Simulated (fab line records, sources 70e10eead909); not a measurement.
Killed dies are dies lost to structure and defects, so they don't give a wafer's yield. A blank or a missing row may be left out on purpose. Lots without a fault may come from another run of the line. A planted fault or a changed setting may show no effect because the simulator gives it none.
Which tool did it? | flow nand_harc | 24 lots, 72 wafers sampled, at 6 steps of a route of 1302

WHAT THE GAUGES READ, wafer by wafer
The record holds no reading of a measuring or inspecting step that can be judged against a usual standard deviation.

WHICH TOOL RAN EACH LOT (tool, then ch and the chambers of the sampled wafers, then the start)
lot  | NHARC_A_DECK1_JOINT_ETCHBACK_00  | NHARC_A_CHANNEL_HOLE_D2_ETCH_26  | NHARC_A_CHANNEL_FILL_D2_ALD_02   | NHARC_A_STAIRCASE_STRIP_171          | NHARC_A_STAIRCASE_STRIP_175          | NHARC_A_STAIRCASE_ETCH_190
L074 | rie_si-01 ch 0,2, day 11 13:50   | har_etch-01 ch 0,1, day 14 02:06 | ald_hk-01 ch 0,1,3, day 14 04:23 | plasma_asher-01 ch 0,1, day 16 06:26 | plasma_asher-02 ch 0,1, day 16 10:08 | rie_diel-13 ch 0,1,3, no start
L076 | rie_si-01 ch 0,1,2, day 12 06:09 | har_etch-01 ch 0,1, day 14 06:15 | ald_hk-01 ch 1,2,3, day 14 08:31 | plasma_asher-01 ch 0,1, day 16 16:23 | plasma_asher-02 ch 0,1, day 16 20:05 | rie_diel-01 ch 0,1,2, no start
L075 | rie_si-06 ch 0,3, day 12 06:10   | har_etch-01 ch 0,1, day 14 10:32 | ald_hk-02 ch 0,1, day 14 12:34   | plasma_asher-01 ch 0,1, day 16 16:46 | plasma_asher-02 ch 0,1, day 16 20:40 | rie_diel-13 ch 1,2, no start
L077 | rie_si-01 ch 0,1,2, day 12 10:44 | har_etch-02 ch 0, day 14 14:56   | ald_hk-03 ch 2,3, day 14 17:19   | plasma_asher-02 ch 0,1, day 16 16:41 | plasma_asher-01 ch 0,1, day 16 20:26 | rie_diel-13 ch 0,1, no start
L078 | rie_si-01 ch 0,1,3, day 12 20:59 | har_etch-02 ch 0, day 14 23:05   | ald_hk-02 ch 1,2,3, day 15 01:37 | plasma_asher-02 ch 0,1, day 17 02:46 | plasma_asher-01 ch 0,1, day 17 06:56 | rie_diel-06 ch 0,2,3, no start
L079 | rie_si-05 ch 0,1,3, day 13 08:11 | har_etch-02 ch 0,1, day 15 07:47 | ald_hk-03 ch 0,1,3, day 15 09:55 | plasma_asher-02 ch 0,1, day 17 12:55 | plasma_asher-01 ch 0,1, day 17 17:12 | rie_diel-13 ch 1,2,3, no start
L080 | rie_si-06 ch 0,2, day 13 17:05   | har_etch-01 ch 1, day 15 18:42   | ald_hk-01 ch 0,1, day 15 20:49   | plasma_asher-01 ch 0,1, day 18 04:37 | plasma_asher-01 ch 0, day 18 08:22   | rie_diel-01 ch 0,3, no start
L081 | rie_si-06 ch 0,2,3, day 14 07:23 | har_etch-02 ch 0,1, day 16 02:01 | ald_hk-03 ch 0,1,2, day 16 06:11 | plasma_asher-02 ch 0,1, day 18 08:37 | plasma_asher-01 ch 0,1, day 18 14:08 | rie_diel-06 ch 1,2,3, no start
L082 | rie_si-01 ch 0,1, day 14 14:01   | har_etch-01 ch 0,1, day 16 13:41 | ald_hk-01 ch 1,3, day 16 15:49   | plasma_asher-02 ch 0,1, day 18 17:34 | plasma_asher-01 ch 0,1, day 18 21:16 | rie_diel-13 ch 1,3, no start
L083 | rie_si-01 ch 1,3, day 14 21:13   | har_etch-01 ch 0,1, day 16 22:31 | ald_hk-03 ch 0,2, day 17 00:37   | plasma_asher-01 ch 1, day 19 02:02   | plasma_asher-01 ch 0,1, day 19 06:21 | rie_diel-01 ch 1,2, no start
L084 | rie_si-05 ch 0,2, day 15 15:37   | har_etch-02 ch 0,1, day 17 21:05 | ald_hk-03 ch 2,3, day 17 23:13   | plasma_asher-02 ch 0, day 19 23:03   | plasma_asher-01 ch 0,1, day 20 02:54 | rie_diel-13 ch 1,2,3, no start
L085 | rie_si-05 ch 1,2,3, day 15 18:05 | har_etch-01 ch 0,1, day 17 18:40 | ald_hk-03 ch 0,1,3, day 17 20:47 | plasma_asher-01 ch 0,1, day 19 23:34 | plasma_asher-01 ch 0,1, day 20 03:19 | rie_diel-13 ch 0,1,2, no start
L086 | rie_si-05 ch 0,2,3, day 16 11:02 | har_etch-01 ch 0,1, day 18 08:11 | ald_hk-03 ch 0,1,2, day 18 10:19 | plasma_asher-01 ch 0,1, day 20 13:53 | plasma_asher-01 ch 0,1, day 20 17:38 | rie_diel-13 ch 0,1,3, no start
L087 | rie_si-01 ch 1,2, day 16 19:19   | har_etch-01 ch 0,1, day 18 16:37 | ald_hk-03 ch 0,1, day 18 18:40   | plasma_asher-02 ch 0,1, day 20 20:53 | plasma_asher-02 ch 0,1, day 21 00:49 | rie_diel-06 ch 2,3, no start
L089 | rie_si-05 ch 1,2, day 17 15:07   | har_etch-01 ch 0,1, day 19 15:46 | ald_hk-01 ch 0,1,3, day 19 18:11 | plasma_asher-01 ch 0,1, day 21 19:50 | plasma_asher-02 ch 0,1, day 21 23:31 | rie_diel-13 ch 0,1,3, no start
L088 | rie_si-01 ch 1,2,3, day 17 15:07 | har_etch-02 ch 0,1, day 19 11:56 | ald_hk-02 ch 0,2,3, day 19 14:04 | plasma_asher-01 ch 0,1, day 21 16:30 | plasma_asher-01 ch 0,1, day 21 20:25 | rie_diel-01 ch 1,2,3, no start
L091 | rie_si-05 ch 0,3, day 17 23:44   | har_etch-01 ch 0,1, day 20 01:17 | ald_hk-03 ch 2,3, day 20 03:22   | plasma_asher-02 ch 0,1, day 22 09:58 | plasma_asher-01 ch 0,1, day 22 13:39 | rie_diel-01 ch 1,2, no start
L090 | rie_si-01 ch 0,1,3, day 17 23:44 | har_etch-02 ch 0,1, day 19 23:29 | ald_hk-03 ch 0,2,3, day 20 01:50 | plasma_asher-01 ch 0,1, day 22 06:01 | plasma_asher-02 ch 0,1, day 22 11:46 | rie_diel-01 ch 0,1,3, no start
L092 | rie_si-05 ch 2,3, day 19 11:57   | har_etch-02 ch 0,1, day 21 12:07 | ald_hk-01 ch 2,3, day 21 14:15   | plasma_asher-01 ch 0,1, day 23 19:05 | plasma_asher-02 ch 0,1, day 23 22:37 | rie_diel-01 ch 1,2,3, no start
L093 | rie_si-01 ch 0,3, day 19 11:58   | har_etch-01 ch 0,1, day 21 08:26 | ald_hk-02 ch 0,1,2, day 21 10:38 | plasma_asher-01 ch 0,1, day 23 13:50 | plasma_asher-01 ch 0,1, day 23 18:08 | rie_diel-06 ch 2,3, no start
L094 | rie_si-01 ch 0,1,2, day 19 23:48 | har_etch-02 ch 0,1, day 22 00:23 | ald_hk-03 ch 0,2,3, day 22 02:34 | plasma_asher-02 ch 0,1, day 24 08:43 | plasma_asher-01 ch 0,1, day 24 12:17 | rie_diel-06 ch 0,1,2, no start
L095 | rie_si-05 ch 1,2,3, day 20 07:47 | har_etch-02 ch 0,1, day 22 10:20 | ald_hk-03 ch 0,3, day 22 12:33   | plasma_asher-02 ch 0,1, day 25 04:10 | plasma_asher-01 ch 0,1, day 25 08:00 | rie_diel-01 ch 2,3, no start
L096 | rie_si-06 ch 0,1,3, day 20 17:30 | har_etch-02 ch 0,1, day 22 20:36 | ald_hk-01 ch 0,1,2, day 22 22:50 | plasma_asher-02 ch 0,1, day 25 01:18 | plasma_asher-02 ch 0,1, day 25 04:56 | rie_diel-01 ch 0,1,3, no start
L097 | rie_si-06 ch 0,1,3, day 21 03:32 | har_etch-01 ch 0,1, day 23 13:43 | ald_hk-03 ch 0,1,2, day 23 15:50 | plasma_asher-01 ch 0,1, day 25 17:28 | plasma_asher-01 ch 0,1, day 25 21:07 | rie_diel-01 ch 0,2,3, no start
- NHARC_A_DECK1_JOINT_ETCHBACK_00: etches the open film in HBr, target depth 30 nm, time 17.4 s.
- NHARC_A_CHANNEL_HOLE_D2_ETCH_26: etches the open film in C4F8/O2/Ar, time 224.1 s, target depth 300 nm.
- NHARC_A_CHANNEL_FILL_D2_ALD_02: deposits SiO2, target thk 6 nm, pulse time 10 s, ald cycles 60.
- NHARC_A_STAIRCASE_STRIP_171: strips in O2.
- NHARC_A_STAIRCASE_STRIP_175: strips in O2.
- NHARC_A_STAIRCASE_ETCH_190: etches the open film in C4F8/O2, target depth 100 nm, time 40.5 s.

WHAT THE TOOLS THEMSELVES READ (means of the sampled wafers that have a number; where no wafer has one, the mark that the record gives instead)
NHARC_A_DECK1_JOINT_ETCHBACK_00. Usual: drypump_motor_current_A 5.8 A, standard deviation 0.63; oes_product_au 0.998 a.u., standard deviation 0.0079; throttle_valve_pct 23.267 %, standard deviation 0.009.
lot  | tool      | drypump_motor_current_A (A) | oes_product_au (a.u.) | throttle_valve_pct (%) | flag
L074 | rie_si-01 | 5.6                         | 0.997                 | 23.272                 |
L076 | rie_si-01 | 6.0                         | 0.997                 | 23.270                 |
L075 | rie_si-06 | 6.2                         | 0.994                 | 23.271                 |
L077 | rie_si-01 | 6.0                         | 1.000                 | 23.260                 |
L078 | rie_si-01 | 5.5                         | 1.001                 | 23.263                 |
L079 | rie_si-05 | 5.8                         | 1.000                 | 23.260                 |
L080 | rie_si-06 | 6.5                         | 0.987                 | 23.277                 |
L081 | rie_si-06 | 6.2                         | 0.991                 | 23.274                 |
L082 | rie_si-01 | 6.0                         | 1.000                 | 23.263                 |
L083 | rie_si-01 | 5.3                         | 0.992                 | 23.259                 |
L084 | rie_si-05 | 5.7                         | 1.006                 | 23.266                 |
L085 | rie_si-05 | 5.7                         | 0.997                 | 23.259                 |
L086 | rie_si-05 | 5.5                         | 0.997                 | 23.262                 |
L087 | rie_si-01 | 6.3                         | 0.993                 | 23.272                 |
L089 | rie_si-05 | 6.0                         | 0.995                 | 23.266                 |
L088 | rie_si-01 | 5.7                         | 1.001                 | 23.270                 |
L091 | rie_si-05 | 5.2                         | 1.005                 | 23.269                 |
L090 | rie_si-01 | 5.5                         | 1.007                 | 23.260                 |
L092 | rie_si-05 | 5.5                         | 0.997                 | 23.271                 |
L093 | rie_si-01 | 5.2                         | 0.992                 | 23.264                 |
L094 | rie_si-01 | 6.0                         | 1.006                 | 23.262                 |
L095 | rie_si-05 | 5.8                         | 0.990                 | 23.270                 |
L096 | rie_si-06 | 5.7                         | 0.986                 | 23.259                 |
L097 | rie_si-06 | 5.7                         | 0.986                 | 23.264                 |

NHARC_A_CHANNEL_HOLE_D2_ETCH_26. Usual: drypump_motor_current_A 5.6 A, standard deviation 0.63; showerhead_plenum_p_Torr 3.72 Torr, standard deviation 0.17; throttle_valve_pct 24.583 %, standard deviation 0.0099.
lot  | tool        | drypump_motor_current_A (A) | showerhead_plenum_p_Torr (Torr) | throttle_valve_pct (%) | flag
L074 | har_etch-01 | 5.8                         | 3.62                            | 24.585                 |
L076 | har_etch-01 | 5.5                         | 3.67                            | 24.582                 |
L075 | har_etch-01 | 5.5                         | 3.67                            | 24.575                 |
L077 | har_etch-02 | 4.8                         | 3.63                            | 24.583                 |
L078 | har_etch-02 | 4.8                         | 3.63                            | 24.580                 |
L079 | har_etch-02 | 5.9                         | 3.63                            | 24.580                 |
L080 | har_etch-01 | 6.0                         | 3.55                            | 24.579                 |
L081 | har_etch-02 | 5.4                         | 3.62                            | 24.584                 |
L082 | har_etch-01 | 5.5                         | 3.65                            | 24.588                 |
L083 | har_etch-01 | 5.8                         | 3.59                            | 24.582                 |
L084 | har_etch-02 | 5.9                         | 3.99                            | 24.572                 |
L085 | har_etch-01 | 5.5                         | 3.64                            | 24.582                 |
L086 | har_etch-01 | 5.8                         | 3.58                            | 24.582                 |
L087 | har_etch-01 | 5.8                         | 3.58                            | 24.585                 |
L089 | har_etch-01 | 5.8                         | 3.57                            | 24.581                 |
L088 | har_etch-02 | 5.4                         | 3.98                            | 24.571                 |
L091 | har_etch-01 | 5.5                         | 3.62                            | 24.582                 |
L090 | har_etch-02 | 5.9                         | 3.97                            | 24.587                 |
L092 | har_etch-02 | 5.4                         | 3.96                            | 24.592                 |
L093 | har_etch-01 | 5.8                         | 3.56                            | 24.580                 |
L094 | har_etch-02 | 5.4                         | 3.95                            | 24.580                 |
L095 | har_etch-02 | 5.9                         | 3.95                            | 24.600                 |
L096 | har_etch-02 | 5.9                         | 3.95                            | 24.574                 |
L097 | har_etch-01 | 5.8                         | 3.54                            | 24.588                 |

NHARC_A_CHANNEL_FILL_D2_ALD_02. Usual: heater_power_w 472 W, standard deviation 41; precursor_pulse_height_rel 1.001, standard deviation 0.018.
lot  | tool      | heater_power_w (W) | precursor_pulse_height_rel | flag
L074 | ald_hk-01 | 477                | 1.008                      |
L076 | ald_hk-01 | 435                | 0.984                      |
L075 | ald_hk-02 | 441                | 0.994                      |
L077 | ald_hk-03 | 484                | 1.015                      |
L078 | ald_hk-02 | 490                | 0.999                      |
L079 | ald_hk-03 | 466                | 1.002                      |
L080 | ald_hk-01 | 473                | 1.004                      |
L081 | ald_hk-03 | 479                | 0.978                      |
L082 | ald_hk-01 | 457                | 0.988                      |
L083 | ald_hk-03 | 441                | 1.002                      |
L084 | ald_hk-03 | 478                | 0.999                      |
L085 | ald_hk-03 | 471                | 1.005                      |
L086 | ald_hk-03 | 483                | 0.991                      |
L087 | ald_hk-03 | 488                | 1.011                      |
L089 | ald_hk-01 | 479                | 0.991                      |
L088 | ald_hk-02 | 453                | 1.002                      |
L091 | ald_hk-03 | 475                | 1.009                      |
L090 | ald_hk-03 | 467                | 0.994                      |
L092 | ald_hk-01 | 462                | 0.996                      |
L093 | ald_hk-02 | 461                | 0.995                      |
L094 | ald_hk-03 | 464                | 1.000                      |
L095 | ald_hk-03 | 450                | 1.003                      |
L096 | ald_hk-01 | 461                | 0.980                      |
L097 | ald_hk-03 | 489                | 1.008                      |

NHARC_A_STAIRCASE_STRIP_171. Usual: drypump_motor_current_A 5.8 A, standard deviation 0.34; heater_power_w 343 W, standard deviation 42.
lot  | tool            | drypump_motor_current_A (A) | heater_power_w (W) | flag
L074 | plasma_asher-01 | 5.5                         | 306                |
L076 | plasma_asher-01 | 5.5                         | 309                |
L075 | plasma_asher-01 | 5.7                         | 318                |
L077 | plasma_asher-02 | 6.2                         | 396                |
L078 | plasma_asher-02 | 6.0                         | 370                |
L079 | plasma_asher-02 | 6.2                         | 397                |
L080 | plasma_asher-01 | 5.6                         | 313                |
L081 | plasma_asher-02 | 6.0                         | 376                |
L082 | plasma_asher-02 | 6.2                         | 390                |
L083 | plasma_asher-01 | 5.8                         | 324                |
L084 | plasma_asher-02 | 6.3                         | 411                |
L085 | plasma_asher-01 | 5.7                         | 316                |
L086 | plasma_asher-01 | 5.5                         | 307                |
L087 | plasma_asher-02 | 6.0                         | 375                |
L089 | plasma_asher-01 | 5.5                         | 312                |
L088 | plasma_asher-01 | 5.7                         | 315                |
L091 | plasma_asher-02 | 6.2                         | 391                |
L090 | plasma_asher-01 | 5.5                         | 308                |
L092 | plasma_asher-01 | 5.7                         | 307                |
L093 | plasma_asher-01 | 5.6                         | 311                |
L094 | plasma_asher-02 | 6.1                         | 374                |
L095 | plasma_asher-02 | 6.2                         | 391                |
L096 | plasma_asher-02 | 6.2                         | 388                |
L097 | plasma_asher-01 | 5.7                         | 302                |

NHARC_A_STAIRCASE_STRIP_175. Usual: drypump_motor_current_A 5.8 A, standard deviation 0.33; heater_power_w 334 W, standard deviation 40.
lot  | tool            | drypump_motor_current_A (A) | heater_power_w (W) | flag
L074 | plasma_asher-02 | 6.0                         | 380                |
L076 | plasma_asher-02 | 6.2                         | 388                |
L075 | plasma_asher-02 | 6.2                         | 397                |
L077 | plasma_asher-01 | 5.7                         | 314                |
L078 | plasma_asher-01 | 5.6                         | 321                |
L079 | plasma_asher-01 | 5.5                         | 308                |
L080 | plasma_asher-01 | 5.4                         | 301                |
L081 | plasma_asher-01 | 5.7                         | 316                |
L082 | plasma_asher-01 | 5.5                         | 312                |
L083 | plasma_asher-01 | 5.6                         | 318                |
L084 | plasma_asher-01 | 5.5                         | 307                |
L085 | plasma_asher-01 | 5.7                         | 316                |
L086 | plasma_asher-01 | 5.6                         | 316                |
L087 | plasma_asher-02 | 6.0                         | 364                |
L089 | plasma_asher-02 | 6.2                         | 391                |
L088 | plasma_asher-01 | 5.7                         | 313                |
L091 | plasma_asher-01 | 5.6                         | 317                |
L090 | plasma_asher-02 | 6.2                         | 391                |
L092 | plasma_asher-02 | 6.2                         | 391                |
L093 | plasma_asher-01 | 5.7                         | 308                |
L094 | plasma_asher-01 | 5.7                         | 301                |
L095 | plasma_asher-01 | 5.7                         | 308                |
L096 | plasma_asher-02 | 6.2                         | 396                |
L097 | plasma_asher-01 | 5.7                         | 310                |

NHARC_A_STAIRCASE_ETCH_190. Usual: oes_product_au 0.943 a.u., standard deviation 0.011; rf_vpp_V 897 V, standard deviation 6.3.
lot  | tool        | oes_product_au (a.u.) | rf_vpp_V (V) | flag
L074 | rie_diel-13 | 0.941                 | 900          |
L076 | rie_diel-01 | 0.942                 | 899          |
L075 | rie_diel-13 | 0.935                 | 895          |
L077 | rie_diel-13 | 0.932                 | 896          |
L078 | rie_diel-06 | 0.947                 | 894          |
L079 | rie_diel-13 | 0.927                 | 898          |
L080 | rie_diel-01 | 0.942                 | 896          |
L081 | rie_diel-06 | 0.955                 | 889          |
L082 | rie_diel-13 | 0.945                 | 898          |
L083 | rie_diel-01 | 0.933                 | 898          |
L084 | rie_diel-13 | 0.935                 | 897          |
L085 | rie_diel-13 | 0.933                 | 899          |
L086 | rie_diel-13 | 0.945                 | 898          |
L087 | rie_diel-06 | 0.959                 | 892          |
L089 | rie_diel-13 | 0.954                 | 898          |
L088 | rie_diel-01 | 0.955                 | 893          |
L091 | rie_diel-01 | 0.933                 | 897          |
L090 | rie_diel-01 | 0.926                 | 894          |
L092 | rie_diel-01 | 0.948                 | 893          |
L093 | rie_diel-06 | 0.964                 | 890          |
L094 | rie_diel-06 | 0.939                 | 898          |
L095 | rie_diel-01 | 0.944                 | 894          |
L096 | rie_diel-01 | 0.943                 | 900          |
L097 | rie_diel-01 | 0.941                 | 898          |

THE ANSWER, worked out from the rows above alone
Rule: a lot is off if the mean of its wafers that have a number lies more than 3 standard deviations from the usual mean. A lot without any number at a reading at which 4 lots or more have one is off too. The other lots that the step has rows for count as sound. The gauges are gone through in route order, then the tools' own readings, and for those a lot's mean is taken as printed above. The first step at which some lot is off is used, and at that step the reading that is off furthest; a lot without a number counts as furthest.
No lot is off at any reading shown: from this, nothing can be told.

WHAT THE SIMULATOR HAD PUT IN
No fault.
